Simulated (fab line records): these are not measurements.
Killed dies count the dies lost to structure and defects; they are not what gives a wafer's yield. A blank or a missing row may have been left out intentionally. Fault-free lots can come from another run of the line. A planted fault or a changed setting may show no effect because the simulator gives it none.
fab line records + flow n5-finfet
[record]
- lots = 4
- wafers = 12
- last-day = 18
route steps=1938 shown BEOL_M0@739 BEOL_M1@751 BEOL_M4@1111 PASSIVATION@1936
lots that met no fault: from a run of the same line without faults
start-h: hours from the record's first day to the start of the lot's first wafer shown + wait-h: hours since the lot's step before + " same as the row above + L1.1+2: several wafers, shown together as one row + - no value present, or no start provided + * or withheld: withheld + < > ~ a bound
route shown NAME@n: names a module that has steps shown in the file, with the first one's number in the route + usual: mean/standard deviation taken from wafers without a fault + same: alike in all rows + chamber/n: place in a boat + sites: per-site readings + _std_site: their standard deviation + _edge_site: the outer-site mean with the inner-site mean subtracted + radius-mm: for every site, how far away it sits from the centre of the wafer + mask NAME#n: copy n + behind: the last tool/chamber to shape the wafer + hold: why the lot went on hold/how many hours it stayed there/how the hold came to an end + device: names the non-switching transistor (n, p or np) + end of line: the same wafers' tests at the end of the route + a step without rows: its recipe alone + killed: the dies lost at the first sort to structure and to defects; this is not the yield of the wafer + map: the dies of a wafer, with x for killed, . for not killed, _ for no die there
set.NAME: setting as actually run; set.NAME@STEP: the setting as run at that earlier step + model.NAME: the simulator's own value behind a step, which no gauge read
a table for each step, a row for each wafer; lots at some steps of the route
services: a tool's chamber out of use, with start hour (start-h, from the record's first day; less than 0 if before it), hours out, and reason
[[steps]]
[step N5_BEOL_M0_ANNEAL_135]
[recipe]
- temp-c = 400
- time-s = 60
- ambient = vacuum
[step N5_BEOL_M0_SPUTTER_141]
[recipe]
- material = Cu
- target-thk-a = 40
- temp-c = -20
- chamber-pressure-pa = 0.07
- power-w = withheld
- time-s = 7.37
[step N5_BEOL_M0_ECD_118]
[recipe]
- material = Cu
- target-thk-a = 3000
[step N5_BEOL_M0_ANNEAL_119]
[recipe]
- temp-c = 225
- time-s = 90
- ambient = N2
[step N5_BEOL_M0_CMP_120]
[recipe]
- stop-on = SiOC
- t-overpolish-s = 6.9
- down-force-psi = 1
- platen-rpm = 50
- clearing-platen-down-force-psi = 1.5
- clearing-platen-rpm = 50
- post-cmp-clean = cu-alkaline
- clearing-platen-pad-velocity-m-s = 0.99484
- pad-velocity-m-s = 0.99484
[step N5_BEOL_M0_PRE_CLEAN_131]
[recipe]
- gas = NH3/H2
- time-s = 15
- temp-c = *
- rf-power-w = 300
[step N5_BEOL_M0_CO_CAP_123]
[recipe]
- material = Co
- target-thk-a = 20
- temp-c = 200
- precursor = CCTBA/H2
- pressure-torr = 30
- time-s = 102.1
[step N5_BEOL_M0_PRE_CLEAN_124]
[recipe]
- gas = NH3
- time-s = 15
- temp-c = withheld
- rf-power-w = 300
[step N5_BEOL_M0_DEP_125]
[recipe]
- material = SiCN
- target-thk-a = 80
- temp-c = withheld
- precursor = 3MS/NH3
- pressure-torr = 3
- rf-w = 202
- time-s = 14
[step N5_BEOL_M1_ILD_DEP_00]
[recipe]
- material = SiOC
- target-thk-a = 790
- temp-c = 350
- precursor = DEMS/O2
- pressure-torr = 5
- rf-w = 500
- time-s = 15.3
[usual]
- heater-power-w = 519/58
- showerhead-plenum-p-Torr = 5.693/0.017
- susceptor-temp-C = 349.99/0.2
- throttle-valve-pct = 11.7/0.52
| lot.wafer | tool     | chamber | start-h | wait-h | heater-power-w | showerhead-plenum-p-Torr | susceptor-temp-C | throttle-valve-pct | model.SiOC_of_BEOL_M1_ILD_DEP_00.thk-nm |
|-----------|----------|---------|---------|--------|----------------|--------------------------|------------------|--------------------|-----------------------------------------|
| L777.2    | pecvd-03 | 1       | 208.14  | 0.0    | 497            | 5.700                    | 349.98           | 12.0               | 80                                      |
| L777.3    | "        | 0       | "       | "      | 407            | 5.687                    | 350.16           | 11.8               | 79.6                                    |
| L777.4    | "        | 1       | "       | "      | 494            | 5.701                    | 350.35           | 12.0               | 81.2                                    |
| L783.3    | pecvd-03 | 2       | 233.04  | 0.0    | 501            | 5.677                    | 349.78           | 10.9               | 79.4                                    |
| L783.4    | "        | 2       | "       | "      | 526            | 5.669                    | 349.87           | 10.9               | 80.2                                    |
| L783.5    | "        | 0       | "       | "      | 442            | 5.707                    | -                | 12.0               | 27.2                                    |
| L784.1    | pecvd-03 | 0       | 241.01  | 0.0    | 490            | 5.686                    | -                | 11.6               | 26.6                                    |
| L784.2    | "        | 1       | "       | "      | 518            | 5.698                    | 349.62           | 12.5               | 79.6                                    |
| L784.5    | "        | 0       | "       | "      | 480            | 5.687                    | -                | 11.8               | 26.6                                    |
| L786.3    | pecvd-02 | 0       | 253.47  | 0.0    | 505            | 5.730                    | 349.88           | 12.0               | 78                                      |
| L786.5    | "        | 2       | "       | "      | 624            | 5.687                    | 349.92           | 11.6               | 78.4                                    |
| L786.6    | "        | 1       | "       | "      | 544            | 5.699                    | 350.17           | 12.2               | 79.8                                    |
[step N5_BEOL_M1_THK_MEAS_01]
[recipe]
- reads = SiOC_of_BEOL_M1_ILD_DEP_00
[usual]
- M1_ILD_THK = 79.1/1.1
| lot.wafer | tool          | chamber | start-h | wait-h | M1_ILD_THK[nm] |
|-----------|---------------|---------|---------|--------|----------------|
| L777.2    | film-metro-01 | -       | 208.23  | 0.1    | 79.9           |
| L777.3    | "             | -       | "       | "      | 79.5           |
| L777.4    | "             | -       | "       | "      | 81.2           |
| L783.3    | film-metro-01 | -       | 233.11  | 0.1    | 79.4           |
| L783.4    | "             | -       | "       | "      | 80.3           |
| L783.5    | "             | -       | "       | "      | 27.2           |
| L784.1    | film-metro-01 | -       | 241.08  | 0.0    | 26.6           |
| L784.2    | "             | -       | "       | "      | 79.6           |
| L784.5    | "             | -       | "       | "      | 26.6           |
| L786.3    | film-metro-02 | -       | 253.54  | 0.1    | 78.0           |
| L786.5    | "             | -       | "       | "      | 78.5           |
| L786.6    | "             | -       | "       | "      | 79.8           |
[step N5_BEOL_M1_PECVD_72]
[recipe]
- material = SiO2
- target-thk-a = 160
- temp-c = 400
- precursor = TEOS/O2
- pressure-torr = 5.5
- rf-w = 450
- teos-flow-sccm = 53.8
- gas = O2
- flow-sccm = 3000
- time-s = 18
[step N5_BEOL_M1_HM_DEP_02]
[recipe]
- material = TiN
- target-thk-a = 200
- temp-c = 25
- chamber-pressure-pa = 0.49996
[step N5_BEOL_M1_COAT_61]
[recipe]
- resist = SOC
- temp-c = 250
- time-s = 60
- spin-rpm = 1500
- resist-thk-nm = 60
[step N5_BEOL_M1_COAT_62]
[recipe]
- resist = SiARC
- temp-c = 220
- time-s = 60
- spin-rpm = 1500
- resist-thk-nm = 12
[step N5_BEOL_M1_COAT_73]
[recipe]
- resist = underlayer
- temp-c = 205
- time-s = 60
- spin-rpm = 1500
- resist-thk-nm = 5
[step N5_BEOL_M1_COAT_05]
[recipe]
- resist = CAR-EUV
- spin-rpm = 1500
- resist-thk-nm = 30
[step N5_BEOL_M1_EBR_07]
[recipe]
- solvent = PGMEA
- ebr-width-mm = 1.5
[step N5_BEOL_M1_SOFTBAKE_06]
[recipe]
- temp-c = 110
- time-s = 60
- resist = CAR-EUV
[step N5_BEOL_M1_EXPOSE_08]
[recipe]
- mask-id = M1
- na = 0.33
- source-shape = dipole
- sigma-inner = 0.369
- sigma-outer = 0.767
- polarization = unpolarized
- dose-mj = 33
[step N5_BEOL_M1_PEB_09]
[recipe]
- peb-temp-c = 100
- peb-time-s = 60
- resist = CAR-EUV
[step N5_BEOL_M1_DEVELOP_10]
[recipe]
- develop-time-s = 30
- developer = TMAH
- resist = CAR-EUV
- rinse-liquid = surfactant-rinse
- dry = air-spin
- dev-temp-c = 23
[step N5_BEOL_M1_DESCUM_16]
[recipe]
- chemistry = O2
- time-s = 7
- source-power-w = 50
- bias-power-w = 20
- pressure-mtorr = 20
- rf-frequency-hz = 2.712e+07
- temp-c = 40
- resist = CAR-EUV
- o2-flow-sccm = 225
[step N5_BEOL_M1_ETCH_74]
[recipe]
- chemistry = N2/H2
- target = underlayer
- target-depth-a = 65
- mask-material = CAR-EUV
- time-s = 5.2
- ion-energy-ev = 200
- pressure-mtorr = 30
- source-w = 840
- bias-w = 150
- n2-flow-sccm = 200
- h2-flow-sccm = 200
- ends = cleared
[step N5_BEOL_M1_ETCH_63]
[recipe]
- chemistry = CF4
- target = SiARC
- target-depth-a = 156
- mask-material = CAR-EUV
- time-s = 26
- ion-energy-ev = 80
- pressure-mtorr = 40
- source-w = 545
- bias-w = 36
- Ar_flow_sccm = 100
- cf4-flow-sccm = 100
- ends = cleared
[step N5_BEOL_M1_ETCH_64]
[recipe]
- chemistry = N2/H2
- target = SOC
- target-depth-a = 750
- overetch-a = 150
- mask-material = SiARC
- temp-c = 40
- time-s = 112.5
- ion-energy-ev = 200
- pressure-mtorr = 30
- source-w = 840
- bias-w = 150
- n2-flow-sccm = 200
- h2-flow-sccm = 200
[step N5_BEOL_M1_STRIP_65]
[recipe]
- chemistry = N2/H2
- temp-c = 40
- n2-flow-sccm = 200
- h2-flow-sccm = 200
- rf-frequency-hz = 6e+07
[step N5_BEOL_M1_STRIP_75]
[recipe]
- chemistry = N2/H2
- temp-c = 40
- n2-flow-sccm = 200
- h2-flow-sccm = 200
- rf-frequency-hz = 6e+07
[step N5_BEOL_M1_STRIP_66]
[recipe]
- chemistry = CF4
- resist = SiARC
- power-w = 300
- bias-power-w = 75
- pressure-mtorr = 50
- cf4-flow-sccm = 150
- rf-frequency-hz = 6e+07
[step N5_BEOL_M1_HM_OPEN_17]
[recipe]
- chemistry = Cl2/BCl3
- target-depth-a = 200
- overetch-a = 60
- target = TiN
- mask-material = SOC
- ion-energy-ev = 150
- pressure-mtorr = 10
- icp-w = 1000
- bias-w = 126
- Cl2_flow_sccm = 53.25
- bcl3-flow-sccm = 21.75
- Ar_flow_sccm = 25
[step N5_BEOL_M1_STRIP_19]
[recipe]
- chemistry = O2
- power-w = 400
- temp-c = 40
- pressure-mtorr = 30
- rf-frequency-hz = 6e+07
- bias-power-w = 0
- overash-fraction = 0.2
- o2-flow-sccm = 225
[step N5_BEOL_M1_COAT_67]
[recipe]
- resist = SOC
- temp-c = 250
- time-s = 60
- spin-rpm = 1500
- resist-thk-nm = 60
[step N5_BEOL_M1_COAT_68]
[recipe]
- resist = SiARC
- temp-c = 220
- time-s = 60
- spin-rpm = 1500
- resist-thk-nm = 12
[step N5_BEOL_M1_COAT_76]
[recipe]
- resist = underlayer
- temp-c = 205
- time-s = 60
- spin-rpm = 1500
- resist-thk-nm = 5
[step N5_BEOL_M1_COAT_22]
[recipe]
- resist = CAR-EUV
- spin-rpm = 1500
- resist-thk-nm = 30
[step N5_BEOL_M1_CMP_52]
[recipe]
- stop-on = SiOC
- t-overpolish-s = 6.8
- down-force-psi = 1
- platen-rpm = 50
- clearing-platen-down-force-psi = 1.5
- clearing-platen-rpm = 50
- post-cmp-clean = cu-alkaline
- target-thk-nm = 40
- clearing-platen-pad-velocity-m-s = 0.99484
- pad-velocity-m-s = 0.99484
[usual]
- head-pressure-psi = 1.0000/0.0021
- motor-current-A = 6.3/0.81
| lot.wafer | tool   | chamber | start-h | wait-h | head-pressure-psi | motor-current-A | model.SiOC_of_BEOL_M1_ILD_DEP_00.thk-nm | model.Cu_of_BEOL_M1_ECD_50.thk-nm |
|-----------|--------|---------|---------|--------|-------------------|-----------------|-----------------------------------------|-----------------------------------|
| L777.2    | cmp-04 | 3       | 216.37  | 0.2    | 1.0018            | 7.3             | 79                                      | 42.4                              |
| L777.4    | "      | 0       | "       | "      | 1.0011            | 6.0             | 80.2                                    | 43.8                              |
| L777.3    | "      | 2       | "       | "      | 1.0018            | 7.3             | 78.6                                    | 43.2                              |
| L783.4    | cmp-01 | 2       | 243.46  | 0.2    | 0.9978            | 5.8             | 79.2                                    | 40                                |
| L783.3    | "      | 3       | "       | "      | 1.0014            | 6.4             | 78.4                                    | 37.8                              |
| L783.5    | "      | 2       | "       | "      | 0.9985            | 5.8             | 26.2                                    | 0                                 |
| L784.2    | cmp-02 | 1       | 250.02  | 0.2    | 0.9986            | 6.5             | 78.6                                    | 37.8                              |
| L784.1    | "      | 2       | "       | "      | 1.0045            | 4.9             | 25.6                                    | 0.4                               |
| L784.5    | "      | 2       | "       | "      | 1.0001            | 5.1             | 25.6                                    | 0                                 |
| L786.3    | cmp-04 | 0       | 277.11  | 0.2    | 0.9982            | 6.1             | 77                                      | 40.6                              |
| L786.6    | "      | 2       | "       | "      | 0.9988            | 7.2             | 78.8                                    | 40.4                              |
| L786.5    | "      | 3       | "       | "      | 1.0036            | 7.7             | 77.4                                    | 41.8                              |
[step N5_BEOL_M4_RC_MEAS_101]
[usual]
- DIBL_N = 37.0/2.3
- DIBL_P = 37.3/2.8
- IOFF_N = 0.17/0.046
- IOFF_P = 0.23/0.054
- ION_N = 675/14
- ION_P = 460/9.3
- SS_N = 71.7/0.73
- SS_P = 73.6/0.95
- VT_N = 249/3.9
- VT_P = -250/3.9
| lot.wafer | tool      | chamber | start-h | wait-h | DIBL_N[mV/V] | DIBL_P[mV/V] | IOFF_N[nA/um] | IOFF_P[nA/um] | ION_N[uA/um] | ION_P[uA/um] | SS_N[mV/dec] | SS_P[mV/dec] | VT_N[mV] | VT_P[mV] |
|-----------|-----------|---------|---------|--------|--------------|--------------|---------------|---------------|--------------|--------------|--------------|--------------|----------|----------|
| L777.2    | prober-02 | 0       | 251.04  | 0.2    | 37.3         | 39.3         | 0.23          | 0.29          | 695          | 473          | 71.2         | 74.5         | 241      | -242     |
| L777.3    | "         | 0       | "       | "      | 35.5         | 37.2         | 0.19          | 0.25          | 679          | 470          | 71.1         | 73.6         | 243      | -248     |
| L777.4    | "         | 0       | "       | "      | 38.5         | 40.0         | 0.26          | 0.32          | 691          | 472          | 72.5         | 74.4         | 242      | -243     |
| L783.3    | prober-02 | 0       | 289.24  | 0.3    | 38.5         | 37.5         | 0.19          | 0.24          | 700          | 472          | 70.6         | 74.1         | 249      | -247     |
| L783.4    | "         | 0       | "       | "      | 39.1         | 37.4         | 0.20          | 0.24          | 684          | 461          | 71.6         | 74.4         | 249      | -248     |
| L784.2    | prober-01 | 0       | 301.93  | 0.2    | 36.4         | 37.6         | 0.16          | 0.20          | 681          | 464          | 71.2         | 73.6         | 252      | -253     |
| L786.3    | prober-02 | 0       | 320.02  | 0.3    | 34.7         | 34.0         | 0.13          | 0.18          | 655          | 449          | 71.6         | 73.3         | 252      | -252     |
| L786.5    | "         | 0       | "       | "      | 42.4         | 44.0         | 0.32          | 0.37          | 699          | 473          | 74.0         | 75.3         | 242      | -244     |
| L786.6    | "         | 0       | "       | "      | 37.3         | 38.3         | 0.20          | 0.25          | 673          | 458          | 72.0         | 74.7         | 248      | -248     |
[step N5_PASSIVATION_PROBE_49]
[usual]
- defect-limited-yield = 91.5/1.3
- killed_at_M0_to_M3 = 36/10
- killed_at_M4_up = 13/4.7
- killed-at-contacts = 13/6.7
- killed-at-front-end = 37/9.7
- killed-at-other = 2.6/2.3
- killed-dies = 101/15
- killed-on-rim = 14/4.3
- killed-open = 67/12
- killed-short = 32/6.7
- sort_bin_4_leakage = 0.0/0.31
- sort_bin_5_function = 5.0/0.89
- sort_bin_6_memory = 3.2/0.63
- sort-n-pass = 1079/16
- sort-yield-pct = 91.4/1.4
[same]
- gross-dies = 1180
- killed-at-back-side = 0
- sort_bin_8_speed[%] = 0
| lot.wafer | tool      | chamber | start-h | wait-h | defect-limited-yield[%] | killed_at_M0_to_M3 | killed_at_M4_up | killed-at-contacts | killed-at-front-end | killed-at-other | killed-dies | killed-on-rim | killed-open | killed-short | sort_bin_4_leakage[%] | sort_bin_5_function[%] | sort_bin_6_memory[%] | sort-n-pass | sort-yield-pct[%] |
|-----------|-----------|---------|---------|--------|-------------------------|--------------------|-----------------|--------------------|---------------------|-----------------|-------------|---------------|-------------|--------------|-----------------------|------------------------|----------------------|-------------|-------------------|
| L777.2    | prober-02 | -       | 368.38  | 0.1    | 92.4                    | 24                 | 7               | 10                 | 37                  | 12              | 90          | 8             | 64          | 25           | 0                     | 4.1                    | 3.4                  | 1090        | 92.4              |
| L777.3    | prober-02 | -       | 368.43  | 0.1    | 91.6                    | 37                 | 10              | 8                  | 38                  | 6               | 99          | 10            | 63          | 33           | 0                     | 5.4                    | 2.8                  | 1081        | 91.6              |
| L777.4    | prober-02 | -       | 368.48  | 0.2    | 93.2                    | 30                 | 7               | 4                  | 35                  | 4               | 80          | 9             | 50          | 27           | 0                     | 4.2                    | 2.5                  | 1100        | 93.2              |
| L783.3    | prober-02 | -       | 387.10  | 0.1    | 92.3                    | 40                 | 12              | 21                 | 17                  | 1               | 91          | 5             | 68          | 21           | 0                     | 4.7                    | 2.5                  | 1089        | 92.3              |
| L783.4    | prober-02 | -       | 387.15  | 0.2    | 93.3                    | 24                 | 9               | 7                  | 38                  | 1               | 79          | 11            | 51          | 25           | 0                     | 4.1                    | 2.5                  | 1101        | 93.3              |
| L783.5    | prober-02 | -       | 387.20  | 0.2    | 0                       | 1130               | 12              | 13                 | 25                  | 0               | 1180        | 152           | 51          | 25           | 0                     | 4.1                    | 2.8                  | 0           | 0                 |
| L784.1    | prober-02 | -       | 404.37  | 0.0    | 0                       | 1124               | 11              | 7                  | 36                  | 2               | 1180        | 152           | 51          | 24           | 0                     | 3.8                    | 2.5                  | 0           | 0                 |
| L784.2    | prober-02 | -       | 404.42  | 0.1    | 89.9                    | 40                 | 7               | 13                 | 57                  | 2               | 119         | 23            | 75          | 40           | 0                     | 5.8                    | 3.9                  | 1061        | 89.9              |
| L784.5    | prober-02 | -       | 404.57  | 0.2    | 0                       | 1100               | 15              | 5                  | 57                  | 3               | 1180        | 152           | 69          | 30           | 0                     | 5.3                    | 2.9                  | 0           | 0                 |
| L786.3    | prober-02 | -       | 439.20  | 0.1    | 91.4                    | 32                 | 17              | 22                 | 30                  | 1               | 102         | 14            | 67          | 30           | 0                     | 5.3                    | 3.1                  | 1078        | 91.4              |
| L786.5    | prober-02 | -       | 439.30  | 0.2    | 91.5                    | 34                 | 11              | 16                 | 35                  | 4               | 100         | 14            | 56          | 43           | 0.8                   | 5.2                    | 3.0                  | 1070        | 90.7              |
| L786.6    | prober-02 | -       | 439.35  | 0.3    | 91.8                    | 27                 | 10              | 18                 | 39                  | 3               | 97          | 14            | 71          | 26           | 0                     | 4.8                    | 3.1                  | 1083        | 91.8              |
// killed by level:class
L777.2 MOL_CONTACT_COAG:geometric-particle:open=9 FIN_SAQP:geometric-particle:short=7 BEOL_M3:geometric-particle:open=7 STI_FIN_REVEAL:geometric-particle:open=6 FIN_SAQP:geometric-particle:open=5 BEOL_M2:geometric-particle:open=5 DUMMY_GATE:geometric-particle:open=4 BEOL_M0_SAQP:geometric-particle:open=4
L777.3 BEOL_M3:geometric-particle:open=10 FIN_SAQP:geometric-particle:short=8 STI_FIN_REVEAL:geometric-particle:open=8 DUMMY_GATE:geometric-particle:open=7 BEOL_M1:geometric-particle:open=7 MOL_CONTACT_COAG:geometric-particle:open=6 DUMMY_GATE:geometric-particle:short=5 BEOL_M2:geometric-particle:open=5
L777.4 STI_FIN_REVEAL:geometric-particle:open=8 BEOL_M1:geometric-particle:open=8 FIN_SAQP:geometric-particle:short=6 DUMMY_GATE:geometric-particle:open=6 BEOL_M2:geometric-particle:open=6 BEOL_M3:geometric-particle:open=5 BEOL_M0_SAQP:geometric-particle:open=4 BEOL_M0_SAQP:geometric-particle:short=4
L783.3 MOL_CONTACT_COAG:geometric-particle:open=17 BEOL_M3:geometric-particle:open=15 BEOL_M1:geometric-particle:open=9 BEOL_M3:geometric-particle:short=7 BEOL_M7:geometric-particle:open=5 MOL_CONTACT_COAG:geometric-particle:short=4 STI_FIN_REVEAL:geometric-particle:open=3 GATE_CUT:geometric-particle:open=3
L783.4 STI_FIN_REVEAL:geometric-particle:open=9 FIN_SAQP:geometric-particle:open=6 MOL_CONTACT_COAG:geometric-particle:open=6 BEOL_M1:geometric-particle:open=6 GATE_CUT:geometric-particle:short=5 BEOL_M2:geometric-particle:open=5 STARTING-WAFER:geometric-particle:short=4 FIN_SAQP:geometric-particle:short=3
L783.5 BEOL_M1:area-dep=1099 STI_FIN_REVEAL:geometric-particle:open=10 MOL_CONTACT_COAG:geometric-particle:open=9 BEOL_M3:geometric-particle:open=8 BEOL_M1:geometric-particle:short=6 BEOL_M1:geometric-particle:open=6 STI_FIN_REVEAL:geometric-particle:short=5 FIN_CUT:area-etch=4
L784.1 BEOL_M1:area-dep=1103 BEOL_M2:geometric-particle:open=11 STI_FIN_REVEAL:geometric-particle:open=7 FIN_SAQP:geometric-particle:open=6 DUMMY_GATE:geometric-particle:open=5 GATE_CUT:geometric-particle:open=5 GATE_CUT:geometric-particle:short=5 MOL_CONTACT_COAG:geometric-particle:open=5
L784.2 FIN_SAQP:geometric-particle:open=14 FIN_SAQP:geometric-particle:short=11 STI_FIN_REVEAL:geometric-particle:open=11 BEOL_M0_SAQP:geometric-particle:short=10 BEOL_M0_SAQP:geometric-particle:open=8 BEOL_M2:geometric-particle:open=8 MOL_CONTACT_COAG:geometric-particle:open=7 STARTING-WAFER:geometric-particle:open=7
L784.5 BEOL_M1:area-dep=1080 FIN_SAQP:geometric-particle:open=13 STI_FIN_REVEAL:geometric-particle:open=11 FIN_SAQP:geometric-particle:short=9 BEOL_M2:geometric-particle:open=9 DUMMY_GATE:geometric-particle:open=7 BEOL_M4:geometric-particle:open=6 GATE_CUT:geometric-particle:open=5
L786.3 MOL_CONTACT_COAG:geometric-particle:open=16 BEOL_M2:geometric-particle:open=9 STI_FIN_REVEAL:geometric-particle:open=7 GATE_CUT:geometric-particle:short=6 MOL_CONTACT_COAG:geometric-particle:short=6 BEOL_M1:geometric-particle:open=6 BEOL_M3:geometric-particle:open=6 BEOL_M4:geometric-particle:open=6
L786.5 MOL_CONTACT_COAG:geometric-particle:open=12 FIN_SAQP:geometric-particle:open=10 BEOL_M0_SAQP:geometric-particle:open=7 FIN_SAQP:geometric-particle:short=6 BEOL_M2:geometric-particle:open=6 BEOL_M0_SAQP:geometric-particle:short=6 BEOL_M1:geometric-particle:open=5 BEOL_M4:geometric-particle:open=5
L786.6 MOL_CONTACT_COAG:geometric-particle:open=17 STI_FIN_REVEAL:geometric-particle:open=8 BEOL_M1:geometric-particle:open=7 FIN_SAQP:geometric-particle:short=6 FIN_SAQP:geometric-particle:open=6 BEOL_M0_SAQP:geometric-particle:short=5 BEOL_M0_SAQP:geometric-particle:open=5 GATE_CUT:geometric-particle:open=4
// map L783.5 (x killed, . not)
_________________xxxxxxxxxxxx________________
______________xxxxxxxxxxxxxxxxxx_____________
___________xxxxxxxxxxxxxxxxxxxxxxxx__________
__________xxxxxxxxxxxxxxxxxxxxxxxxxx_________
________xxxxxxxxxxxxxxxxxxxxxxxxxxxxxx_______
_______xxxxxxxxxxxxxxxxxxxxxxxxxxxxxxxx______
______xxxxxxxxxxxxxxxxxxxxxxxxxxxxxxxxxx_____
_____xxxxxxxxxxxxxxxxxxxxxxxxxxxxxxxxxxxx____
____xxxxxxxxxxxxxxxxxxxxxxxxxxxxxxxxxxxxxx___
___xxxxxxxxxxxxxxxxxxxxxxxxxxxxxxxxxxxxxxxx__
___xxxxxxxxxxxxxxxxxxxxxxxxxxxxxxxxxxxxxxxx__
__xxxxxxxxxxxxxxxxxxxxxxxxxxxxxxxxxxxxxxxxxx_
__xxxxxxxxxxxxxxxxxxxxxxxxxxxxxxxxxxxxxxxxxx_
_xxxxxxxxxxxxxxxxxxxxxxxxxxxxxxxxxxxxxxxxxxxx
_xxxxxxxxxxxxxxxxxxxxxxxxxxxxxxxxxxxxxxxxxxxx
_xxxxxxxxxxxxxxxxxxxxxxxxxxxxxxxxxxxxxxxxxxxx
_xxxxxxxxxxxxxxxxxxxxxxxxxxxxxxxxxxxxxxxxxxxx
_xxxxxxxxxxxxxxxxxxxxxxxxxxxxxxxxxxxxxxxxxxxx
_xxxxxxxxxxxxxxxxxxxxxxxxxxxxxxxxxxxxxxxxxxxx
_xxxxxxxxxxxxxxxxxxxxxxxxxxxxxxxxxxxxxxxxxxxx
_xxxxxxxxxxxxxxxxxxxxxxxxxxxxxxxxxxxxxxxxxxxx
__xxxxxxxxxxxxxxxxxxxxxxxxxxxxxxxxxxxxxxxxxx_
__xxxxxxxxxxxxxxxxxxxxxxxxxxxxxxxxxxxxxxxxxx_
___xxxxxxxxxxxxxxxxxxxxxxxxxxxxxxxxxxxxxxxx__
___xxxxxxxxxxxxxxxxxxxxxxxxxxxxxxxxxxxxxxxx__
____xxxxxxxxxxxxxxxxxxxxxxxxxxxxxxxxxxxxxx___
_____xxxxxxxxxxxxxxxxxxxxxxxxxxxxxxxxxxxx____
______xxxxxxxxxxxxxxxxxxxxxxxxxxxxxxxxxx_____
_______xxxxxxxxxxxxxxxxxxxxxxxxxxxxxxxx______
________xxxxxxxxxxxxxxxxxxxxxxxxxxxxxx_______
__________xxxxxxxxxxxxxxxxxxxxxxxxxx_________
___________xxxxxxxxxxxxxxxxxxxxxxxx__________
______________xxxxxxxxxxxxxxxxxx_____________
_________________xxxxxxxxxxxx________________
// map L784.1 (x killed, . not)
_________________xxxxxxxxxxxx________________
______________xxxxxxxxxxxxxxxxxx_____________
___________xxxxxxxxxxxxxxxxxxxxxxxx__________
__________xxxxxxxxxxxxxxxxxxxxxxxxxx_________
________xxxxxxxxxxxxxxxxxxxxxxxxxxxxxx_______
_______xxxxxxxxxxxxxxxxxxxxxxxxxxxxxxxx______
______xxxxxxxxxxxxxxxxxxxxxxxxxxxxxxxxxx_____
_____xxxxxxxxxxxxxxxxxxxxxxxxxxxxxxxxxxxx____
____xxxxxxxxxxxxxxxxxxxxxxxxxxxxxxxxxxxxxx___
___xxxxxxxxxxxxxxxxxxxxxxxxxxxxxxxxxxxxxxxx__
___xxxxxxxxxxxxxxxxxxxxxxxxxxxxxxxxxxxxxxxx__
__xxxxxxxxxxxxxxxxxxxxxxxxxxxxxxxxxxxxxxxxxx_
__xxxxxxxxxxxxxxxxxxxxxxxxxxxxxxxxxxxxxxxxxx_
_xxxxxxxxxxxxxxxxxxxxxxxxxxxxxxxxxxxxxxxxxxxx
_xxxxxxxxxxxxxxxxxxxxxxxxxxxxxxxxxxxxxxxxxxxx
_xxxxxxxxxxxxxxxxxxxxxxxxxxxxxxxxxxxxxxxxxxxx
_xxxxxxxxxxxxxxxxxxxxxxxxxxxxxxxxxxxxxxxxxxxx
_xxxxxxxxxxxxxxxxxxxxxxxxxxxxxxxxxxxxxxxxxxxx
_xxxxxxxxxxxxxxxxxxxxxxxxxxxxxxxxxxxxxxxxxxxx
_xxxxxxxxxxxxxxxxxxxxxxxxxxxxxxxxxxxxxxxxxxxx
_xxxxxxxxxxxxxxxxxxxxxxxxxxxxxxxxxxxxxxxxxxxx
__xxxxxxxxxxxxxxxxxxxxxxxxxxxxxxxxxxxxxxxxxx_
__xxxxxxxxxxxxxxxxxxxxxxxxxxxxxxxxxxxxxxxxxx_
___xxxxxxxxxxxxxxxxxxxxxxxxxxxxxxxxxxxxxxxx__
___xxxxxxxxxxxxxxxxxxxxxxxxxxxxxxxxxxxxxxxx__
____xxxxxxxxxxxxxxxxxxxxxxxxxxxxxxxxxxxxxx___
_____xxxxxxxxxxxxxxxxxxxxxxxxxxxxxxxxxxxx____
______xxxxxxxxxxxxxxxxxxxxxxxxxxxxxxxxxx_____
_______xxxxxxxxxxxxxxxxxxxxxxxxxxxxxxxx______
________xxxxxxxxxxxxxxxxxxxxxxxxxxxxxx_______
__________xxxxxxxxxxxxxxxxxxxxxxxxxx_________
___________xxxxxxxxxxxxxxxxxxxxxxxx__________
______________xxxxxxxxxxxxxxxxxx_____________
_________________xxxxxxxxxxxx________________
[[services]]
| tool     | chamber | start-h | hours | kind                          |
|----------|---------|---------|-------|-------------------------------|
| cmp-04   | -       | 184.81  | 5.6   | repair                        |
| cmp-01   | -       | 198.85  | 1.9   | repair                        |
| pecvd-02 | 1       | 200.13  | 5.5   | scheduled-down                |
| pecvd-03 | 2       | 202.43  | -     | clean                         |
| pecvd-03 | 2       | 202.43  | -     | consumable-replace:showerhead |
| pecvd-03 | 2       | 202.43  | 29.0  | scheduled-down                |
| pecvd-03 | 2       | 202.43  | 29.0  | vent-cycle                    |
| cmp-02   | -       | 215.11  | 6.7   | pm                            |
| cmp-04   | -       | 225.15  | 0.9   | repair                        |
| pecvd-03 | 1       | 235.50  | 1.9   | repair                        |
| cmp-02   | -       | 262.33  | 4.6   | repair                        |
| cmp-04   | -       | 268.51  | 0.4   | repair                        |
| cmp-02   | -       | 271.08  | 0.4   | repair                        |
| cmp-02   | -       | 275.17  | 2.2   | repair                        |
[[key]]
[first-sign]
- step = N5_BEOL_M1_THK_MEAS_01
- reading = M1_ILD_THK
- direction = down
- sigmas = 46
- usual = 79.1
- struck = 26.8
[effect]
- step = N5_PASSIVATION_PROBE_49
- reading = killed_at_M0_to_M3
- direction = up
- sigmas = 99+
- usual = 36
- struck = 1118
[model-effect]
- step = N5_BEOL_M1_ILD_DEP_00
- value = SiOC_of_BEOL_M1_ILD_DEP_00.thk-nm
- without = 79.6
- struck = 26.8
[model-effect]
- step = N5_BEOL_M1_CMP_52
- value = SiOC_of_BEOL_M1_ILD_DEP_00.thk-nm
- without = 78.6
- struck = 25.8
[more-kills-born-at]
- N5_BEOL_M1_ILD_DEP_00@pecvd-03 = 3282
met-at N5_BEOL_M1_ILD_DEP_00
struck-wafers L783.5,L784.1,L784.5
later-rows-left-out L783.5,L784.1,L784.5
onset-between 208.14 233.04
[fault]
- kind = process-parameter-drift
- tool = pecvd-03
- chamber = 0
- onset-h = 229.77
- steps = N5_BEOL_M1_ILD_DEP_00
- channel = time-s
- offset = *
- shape = step
- end-h = 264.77
- acts-in = *
- stated = *
// later-rows-left-out: the simulator's readings of these wafers behind a module that went badly wrong aren't trusted and aren't shown, but for the sort
